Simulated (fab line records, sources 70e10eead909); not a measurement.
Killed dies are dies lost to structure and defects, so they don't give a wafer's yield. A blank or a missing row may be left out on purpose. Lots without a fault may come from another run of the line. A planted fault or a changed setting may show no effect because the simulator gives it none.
fab line records | flow nand_harc
record lots=6 wafers=18 last_day=32
route steps=1302 shown P_ZERO_WELL@8 END@1302
lots that met no fault: from a run of the same line without faults
start_h: hours from the record's first day to the start of the lot's first wafer shown | wait_h: hours since the lot's step before | " the same as in the row above | L1.1+2: a row that stands for several wafers | - no value, or no start given | * or withheld: withheld | < > ~ a bound
route shown NAME@n: a module of which the file shows steps, and the number in the route of the first | usual: mean/standard deviation of fault-free wafers | same: alike in all rows | chamber/n: place in a boat | sites: the reading at each site | _std_site: their standard deviation | _edge_site: outer sites' mean less inner sites' | radius_mm: how far each site lies from the wafer's centre | mask NAME#n: copy n | behind: the tool/chamber that last shaped the wafer | hold: why the lot was held/for how many hours/how that ended | device: the transistor (n, p or np) that didn't switch | end of line: the same wafers' tests at the end of the route | a step without rows: its recipe alone | killed: dies lost to structure and defects at the first sort, not the wafer's yield | map: a wafer's dies, x killed, . not, _ none there
set.NAME: the setting as run; set.NAME@STEP: as run at that earlier step | model.NAME: the simulator's own value behind a step, which no gauge read
lots at some steps of the route; a table a step, a row a wafer
services: from which hour (start_h, from the record's first day; less than 0 if before it) a tool's chamber was out of use, for how many hours, and why
## steps
# step NHARC_P_ZERO_WELL_COAT_05
# recipe spin_rpm=2000 resist_thk_nm=600
# step NHARC_P_ZERO_WELL_SOFTBAKE_06
# recipe temp_c=125 time_s=70
# step NHARC_P_ZERO_WELL_EBR_07
# step NHARC_P_ZERO_WELL_EXPOSE_08
# recipe na=0.55 target_cd_nm=500 dose_mj=33.8 mask_id=P_ZERO
# step NHARC_P_ZERO_WELL_PEB_09
# recipe peb_temp_c=128 peb_time_s=80
# step NHARC_P_ZERO_WELL_DEVELOP_10
# recipe time_s=50 dev_temp_c=22
# step NHARC_P_ZERO_WELL_CD_MEAS_11
# recipe target_cd_nm=500 landing_energy_ev=500
# usual cd_nm=500.0/1.4
# columns lot.wafer tool chamber start_h wait_h cd_nm
L826.4 cd_sem-02 0 7.18 - 498.1
L826.5 " 0 " " 500.7
L826.6 " 0 " " 499.3
L827.2 cd_sem-03 0 17.24 - 499.8
L827.4 " 0 " " 499.7
L827.6 " 0 " " 498.9
L830.2 cd_sem-02 0 47.27 - 497.4
L830.4 " 0 " " 496.4
L830.5 " 0 " " 497.7
L831.1 cd_sem-02 0 57.24 - 500.8
L831.2 " 0 " " 500.7
L831.4 " 0 " " 501.8
L839.1 cd_sem-03 0 137.11 - 499.3
L839.2 " 0 " " 500.7
L839.6 " 0 " " 499.6
L842.2 cd_sem-01 0 167.25 - 499.9
L842.3 " 0 " " 500.3
L842.4 " 0 " " 499.7
# step NHARC_P_ZERO_WELL_HARDBAKE_12
# recipe temp_c=118 time_s=65
# step NHARC_P_ZERO_WELL_DESCUM_13
# recipe time_s=3 o2_flow_sccm=200 ar_flow_sccm=0 bias_power_w=0 chemistry=O2
# usual drypump_motor_current_A=5.7/0.42 oes_product_au=1.002/0.0078 rf_vpp_V=57.7/0.89 showerhead_plenum_p_Torr=1.87/0.094 throttle_valve_pct=11.310/0.01
# columns lot.wafer tool chamber start_h wait_h drypump_motor_current_A oes_product_au rf_hours_counter_h rf_vpp_V showerhead_plenum_p_Torr throttle_valve_pct
L826.6 rie_diel-04 1 7.37 - 5.9 1.016 - 58.1 1.94 11.310
L826.4 " 3 " " 6.1 1.019 - 56.9 1.83 11.315
L826.5 " 0 " " 5.9 0.997 - 56.6 1.79 11.319
L827.2 rie_diel-03 1 17.39 - 5.9 0.992 36 57.6 1.85 11.299
L827.4 " 2 " " 5.0 1.002 33 58.3 2.07 11.302
L827.6 " 2 " " 5.0 1.016 - 58.0 2.06 11.304
L830.4 rie_diel-04 3 47.42 - 6.1 1.007 19 57.0 1.82 11.302
L830.2 " 2 " " 5.6 1.008 15 57.7 1.83 11.324
L830.5 " 3 " " 6.1 1.013 - 57.6 1.82 11.322
L831.4 rie_diel-04 3 57.73 - 6.1 1.017 24 57.7 1.82 11.303
L831.1 " 1 " " 6.0 0.999 23 58.3 1.93 11.306
L831.2 " 2 " " 5.6 1.000 20 57.9 1.83 11.317
L839.1 rie_diel-05 0 137.27 - 6.3 1.005 34 58.6 1.80 11.309
L839.2 " 2 " " 6.2 1.005 36 57.0 1.80 11.330
L839.6 " 0 " " 6.3 1.007 - 58.5 1.80 11.304
L842.4 rie_diel-03 2 167.41 - 5.0 0.993 20 58.7 2.05 11.301
L842.2 " 3 " " 6.1 1.020 22 56.1 1.79 11.302
L842.3 " 0 " " 5.2 1.000 21 57.0 1.87 11.314
# step NHARC_P_ZERO_WELL_ETCH_65
# recipe target_depth_a=800 overetch_a=240 time_s=87.88 ion_energy_ev=200 n2_flow_sccm=150 h2_flow_sccm=150 ar_flow_sccm=0 rf_w=400 bias_w=150 chemistry=N2/H2
# usual drypump_motor_current_A=5.7/0.41 oes_product_au=1.002/0.0069 rf_vpp_V=429.4/2.8 showerhead_plenum_p_Torr=2.00/0.1 throttle_valve_pct=14.172/0.0087
# columns lot.wafer tool chamber start_h wait_h drypump_motor_current_A oes_product_au rf_hours_counter_h rf_vpp_V showerhead_plenum_p_Torr throttle_valve_pct
L826.4 rie_diel-04 1 7.47 0.1 6.0 1.009 - 431.1 2.06 14.166
L826.6 " 3 " " 6.1 1.003 - 427.3 1.94 14.158
L826.5 " 0 " " 6.0 0.989 - 425.2 1.91 14.158
L827.2 rie_diel-03 3 17.49 0.1 6.1 0.989 40 427.4 1.92 14.158
L827.4 " 1 " " 5.9 0.999 36 428.9 1.97 14.173
L827.6 " 0 " " 5.2 1.007 - 429.2 2.00 14.159
L830.4 rie_diel-04 2 47.51 0.1 5.6 0.998 15 429.4 1.95 14.177
L830.2 " 3 " " 6.1 1.006 19 427.5 1.94 14.159
L830.5 " 3 " " 6.1 1.007 - 427.2 1.94 14.180
L831.2 rie_diel-04 1 57.84 0.1 6.0 1.013 23 431.8 2.06 14.171
L831.4 " 2 " " 5.6 1.008 20 429.2 1.95 14.175
L831.1 " 3 " " 6.1 1.013 24 428.3 1.94 14.179
L839.2 rie_diel-05 2 137.37 0.1 6.2 0.992 36 427.0 1.92 14.145
L839.1 " 3 " " 5.2 1.004 30 434.4 2.21 14.165
L839.6 " 1 " " 5.4 1.002 - 434.0 2.11 14.182
L842.4 rie_diel-03 3 167.49 0.1 6.1 1.007 22 427.0 1.91 14.176
L842.2 " 1 " " 5.9 0.998 19 429.5 1.96 14.177
L842.3 " 2 " " 5.0 1.014 20 435.5 2.19 14.173
# step NHARC_P_ZERO_WELL_ETCH_62
# recipe target_depth_a=130 time_s=6.5 chf3_flow_sccm=50 ar_flow_sccm=200 rf_w=500 bias_w=200 chemistry=CHF3/Ar
# usual drypump_motor_current_A=5.7/0.42 oes_product_au=0.963/0.014 rf_vpp_V=369.5/2.4 showerhead_plenum_p_Torr=2.30/0.11 throttle_valve_pct=20.217/0.0082
# columns lot.wafer tool chamber start_h wait_h drypump_motor_current_A oes_product_au rf_hours_counter_h rf_vpp_V showerhead_plenum_p_Torr throttle_valve_pct
L826.5 rie_diel-04 3 - - 6.1 0.966 - 369.7 2.24 20.226
L826.4 " 0 " " 6.0 0.956 - 367.2 2.20 20.210
L826.6 " 1 " " 6.0 0.963 - 370.5 2.37 20.218
L827.4 rie_diel-03 0 - - 5.2 0.965 39 370.1 2.30 20.234
L827.2 " 1 " " 5.9 0.936 36 369.9 2.27 20.213
L827.6 " 0 " " 5.2 0.962 - 369.9 2.30 20.210
L830.4 rie_diel-04 2 - - 5.6 0.983 15 367.8 2.25 20.230
L830.2 " 0 " " 5.9 0.970 19 367.2 2.20 20.219
L830.5 " 2 " " 5.5 0.980 - 369.0 2.25 20.228
L831.4 rie_diel-04 3 - - 6.1 0.956 24 367.5 2.23 20.210
L831.1 " 0 " " 6.0 0.945 23 368.2 2.20 20.221
L831.2 " 1 " " 6.0 0.946 23 372.4 2.36 20.210
L839.1 rie_diel-05 3 - - 5.2 0.970 30 375.6 2.52 20.234
L839.2 " 0 " " 6.3 0.962 34 367.6 2.21 20.212
L839.6 " 2 " " 6.1 0.962 - 368.2 2.21 20.224
L842.4 rie_diel-03 0 - - 5.2 0.979 21 371.0 2.29 20.210
L842.2 " 1 " " 5.9 0.966 19 368.4 2.26 20.217
L842.3 " 2 " " 5.0 0.964 20 375.8 2.51 20.213
# step NHARC_P_ZERO_WELL_ETCH_63
# recipe target_depth_a=1200 time_s=40.1 hbr_flow_sccm=150 cl2_flow_sccm=50 rf_w=400 icp_w=400 bias_w=100 chemistry=HBr/Cl2
# usual drypump_motor_current_A=5.9/0.6 oes_product_au=0.999/0.0088 throttle_valve_pct=26.406/0.0098
# columns lot.wafer tool chamber start_h wait_h drypump_motor_current_A oes_product_au rf_hours_counter_h throttle_valve_pct
L826.4 rie_si-06 1 7.67 - 4.6 1.002 0.8 26.396
L826.5 " 2 " " 6.0 0.999 - 26.401
L826.6 " 3 " " 5.7 1.013 - 26.399
L827.2 rie_si-05 1 17.69 - 6.5 1.004 0.5 26.404
L827.4 " 3 " " 6.1 0.998 - 26.408
L827.6 " 2 " " 6.4 0.991 - 26.408
L830.2 rie_si-06 0 47.71 - 6.5 1.006 1.0 26.404
L830.4 " 1 " " 4.7 1.000 0.9 26.398
L830.5 " 3 " " 5.7 1.008 - 26.406
L831.2 rie_si-06 1 58.15 - 4.7 0.999 0.0 26.396
L831.4 " 2 " " 6.0 0.990 0.0 26.390
L831.1 " 3 " " 5.6 0.998 0.0 26.402
L839.2 rie_si-05 0 137.54 - 5.5 0.976 0.2 26.398
L839.1 " 3 " " 6.1 0.985 0.2 26.412
L839.6 " 1 " " 6.5 0.995 - 26.402
L842.3 rie_si-05 2 167.66 - 6.4 0.996 0.3 26.400
L842.4 " 3 " " 6.1 0.996 0.3 26.419
L842.2 " 0 " " 5.5 0.993 0.3 26.411
# step NHARC_P_ZERO_WELL_STRIP_15
# recipe time_s=900 temp_c=130 chemistry=SPM
# usual bath_guard_temp_C=130.0/0.47 bath_heat_duty_pct=14.5/1.9
# columns lot.wafer tool chamber start_h wait_h bath_guard_temp_C bath_heat_duty_pct
L826.5 wet_bench-05 2 7.78 - 130.0 13.4
L826.6 " 3 " " 130.7 14.6
L826.4 " 7 " " 130.5 15.1
L827.2 wet_bench-04 5 17.87 - 130.5 13.6
L827.6 " 7 " " 129.3 13.0
L827.4 " 0 " " 129.8 15.8
L830.4 wet_bench-05 4 47.83 - - -
L830.5 " 7 " " - -
L830.2 " 1 " " - -
L831.1 wet_bench-05 5 58.28 - - -
L831.4 " 7 " " - -
L831.2 " 0 " " - -
L839.6 wet_bench-04 0 137.69 - 130.1 14.7
L839.1 " 1 " " 130.8 12.3
L839.2 " 4 " " 130.0 17.4
L842.3 wet_bench-04 5 167.81 - 130.1 12.0
L842.4 " 7 " " 129.1 11.7
L842.2 " 0 " " 129.6 14.4
# step NHARC_P_ZERO_WELL_DEHYDRATE_16
# recipe temp_c=150 time_s=120
# step NHARC_END_SORT_01
# recipe temp_c=25
# usual killed_at_array=47/14 killed_at_other=0.5/0.72 killed_at_periphery=4/3.1 killed_dies=52/15 killed_open=3.2/1.9 killed_short=2.4/1.7
# same gross_dies=677
# columns lot.wafer tool chamber start_h wait_h killed_at_array killed_at_other killed_at_periphery killed_dies killed_open killed_short
L831.1 prober-02 0 584.49 2.5 67 0 5 72 3 6
L831.2 prober-02 0 585.30 2.8 71 0 7 78 1 2
L831.4 prober-02 0 586.92 3.4 46 0 3 49 3 4
L830.2 prober-01 0 592.99 2.8 29 0 2 31 5 1
L830.4 prober-01 0 594.58 3.4 13 1 2 16 2 3
L830.5 prober-01 0 595.38 3.7 33 0 0 33 5 2
L839.1 prober-02 0 753.34 2.5 55 0 0 55 4 5
L839.2 prober-02 0 754.13 2.8 40 0 0 40 1 1
L839.6 prober-02 0 757.29 3.9 55 1 2 58 5 3
L842.2 prober-01 0 775.05 2.8 46 1 8 55 5 1
L842.3 prober-01 0 775.83 3.1 42 1 1 44 1 2
L842.4 prober-01 0 776.62 3.4 51 2 6 59 6 2
# killed by level:class
L831.1 A_CHANNEL_HOLE_D2:chamber_film_flake=34 A_CHANNEL_HOLE_D1:chamber_film_flake=24 A_CHANNEL_FILL_D1:geometric_particle:short=2 P_ZERO_WELL:chamber_film_flake=2 P_STI:geometric_particle:short=1 P_M0:geometric_particle:open=1 A_SOURCE_PLATE:geometric_particle:open=1 A_CHANNEL_FILL_D2:geometric_particle:short=1
L831.2 A_CHANNEL_HOLE_D1:chamber_film_flake=39 A_CHANNEL_HOLE_D2:chamber_film_flake=24 P_GATE:chamber_film_flake=3 A_CHANNEL_FILL_D2:chamber_film_flake=2 A_STAIRCASE:chamber_film_flake=2 P_STI:geometric_particle:open=1 P_M0:geometric_particle:short=1 A_M1:geometric_particle:short=1
L831.4 A_CHANNEL_HOLE_D2:chamber_film_flake=25 A_CHANNEL_HOLE_D1:chamber_film_flake=11 A_ONON_D1:geometric_particle:short=3 P_ZERO_WELL:chamber_film_flake=2 A_CHANNEL_FILL_D2:chamber_film_flake=2 A_STAIRCASE:chamber_film_flake=2 P_CONTACT:geometric_particle:open=1 A_ONON_D1:geometric_particle:open=1
L830.2 A_CHANNEL_HOLE_D1:chamber_film_flake=5 A_CHANNEL_FILL_D2:chamber_film_flake=5 A_CHANNEL_HOLE_D2:chamber_film_flake=4 A_BONDPAD:chamber_film_flake=3 A_CONTACT:chamber_film_flake=3 A_CHANNEL_FILL_D1:geometric_particle:open=2 A_M0:geometric_particle:open=2 A_WL_FILL:chamber_film_flake=2
L830.4 A_CHANNEL_HOLE_D2:chamber_film_flake=2 A_CONTACT:chamber_film_flake=2 A_BONDPAD:chamber_film_flake=2 P_M1:geometric_particle:open=1 A_ONON_D2:geometric_particle:short=1 A_M0:geometric_particle:open=1 A_M0:geometric_particle:short=1 STARTING-WAFER:geometric_particle:short=1
L830.5 A_CHANNEL_HOLE_D2:chamber_film_flake=9 A_CHANNEL_FILL_D2:geometric_particle:open=4 A_SLIT:chamber_film_flake=4 A_CHANNEL_HOLE_D1:chamber_film_flake=3 A_WL_FILL:chamber_film_flake=3 A_CONTACT:chamber_film_flake=3 A_STAIRCASE:chamber_film_flake=2 A_CHANNEL_FILL_D1:geometric_particle:short=1
L839.1 A_SLIT:chamber_film_flake=24 A_CONTACT:chamber_film_flake=7 A_CHANNEL_HOLE_D1:chamber_film_flake=5 A_WL_FILL:chamber_film_flake=5 A_CHANNEL_HOLE_D2:chamber_film_flake=4 A_SOURCE_PLATE:geometric_particle:short=1 A_ONON_D1:geometric_particle:short=1 A_CHANNEL_FILL_D1:geometric_particle:open=1
L839.2 A_SLIT:chamber_film_flake=17 A_CHANNEL_HOLE_D1:chamber_film_flake=8 A_CONTACT:chamber_film_flake=6 A_CHANNEL_HOLE_D2:chamber_film_flake=5 A_STAIRCASE:geometric_particle:short=1 A_WL_FILL:geometric_particle:open=1 A_ZERO_WELL:chamber_film_flake=1 A_STAIRCASE:chamber_film_flake=1
L839.6 A_SLIT:chamber_film_flake=32 A_CHANNEL_HOLE_D1:chamber_film_flake=5 A_CHANNEL_HOLE_D2:chamber_film_flake=4 A_STAIRCASE:chamber_film_flake=2 A_CONTACT:chamber_film_flake=2 A_ONON_D1:geometric_particle:short=1 A_ONON_D1:geometric_particle:open=1 A_CHANNEL_FILL_D1:geometric_particle:open=1
L842.2 A_CHANNEL_HOLE_D2:chamber_film_flake=18 A_CONTACT:chamber_film_flake=9 A_SLIT:chamber_film_flake=7 A_CHANNEL_HOLE_D1:chamber_film_flake=6 P_GATE:chamber_film_flake=3 A_STAIRCASE:chamber_film_flake=2 P_STI:geometric_particle:short=1 P_GATE:geometric_particle:open=1
L842.3 A_CHANNEL_HOLE_D1:chamber_film_flake=12 A_CHANNEL_HOLE_D2:chamber_film_flake=11 A_SLIT:chamber_film_flake=5 A_DECK1_JOINT:chamber_film_flake=4 A_CONTACT:chamber_film_flake=4 A_STAIRCASE:chamber_film_flake=2 A_ONON_D1:geometric_particle:open=1 A_ONON_D1:geometric_particle:short=1
L842.4 A_CHANNEL_HOLE_D2:chamber_film_flake=26 A_CONTACT:chamber_film_flake=7 A_CHANNEL_HOLE_D1:chamber_film_flake=6 P_GATE:chamber_film_flake=3 A_SLIT:chamber_film_flake=3 THIN_TSV:chamber_film_flake=2 P_CONTACT:geometric_particle:open=1 A_ONON_D1:geometric_particle:open=1
## services
# columns tool chamber start_h hours kind
rie_si-06 3 -15.38 5.2 repair
rie_diel-04 0 -13.84 - clean
rie_diel-04 0 -13.84 - consumable_replace:focus_ring
rie_diel-04 1 -13.84 - clean
rie_diel-04 1 -13.84 - consumable_replace:focus_ring
rie_diel-05 0 0.45 3.9 repair
rie_diel-04 2 4.86 3.8 repair
rie_si-06 0 10.33 2.3 repair
rie_si-05 0 15.67 7.6 repair
rie_diel-04 - 16.11 0.1 repair
wet_bench-04 - 27.20 8.0 pm
rie_diel-05 - 28.60 9.0 pm
rie_diel-03 3 41.98 7.6 repair
rie_si-06 - 48.00 9.0 pm
wet_bench-05 - 60.80 8.0 pm
rie_diel-05 3 61.87 12.4 repair
rie_diel-03 - 80.37 9.0 pm
rie_si-05 - 104.00 9.0 pm
rie_diel-05 3 108.71 6.1 repair
wet_bench-05 - 110.57 3.8 repair
rie_diel-05 1 119.66 7.0 repair
rie_si-06 0 126.16 4.3 repair
rie_diel-04 - 154.16 9.0 pm
rie_diel-05 1 164.73 3.1 repair
## key
first_sign step=NHARC_P_ZERO_WELL_STRIP_15 reading=tool_record direction=missing
effect none on later readings
met_at NHARC_P_ZERO_WELL_STRIP_15
struck_wafers L830.2,L830.4,L830.5,L831.1,L831.2,L831.4
tester_left_out L830,L831
onset_between 7.78 47.83
fault kind=skipped_step_whole tool=wet_bench-05 chamber=- onset_h=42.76 steps=NHARC_P_ZERO_WELL_STRIP_15 scope=struck_lots_only
# tester_left_out: of these lots the tester's yield and bins aren't shown, on N5 and GAA mostly nor the transistor test; their killed dies are dies lost to structure and defects alone, not to doping, threshold or leakage, so they don't give the yield
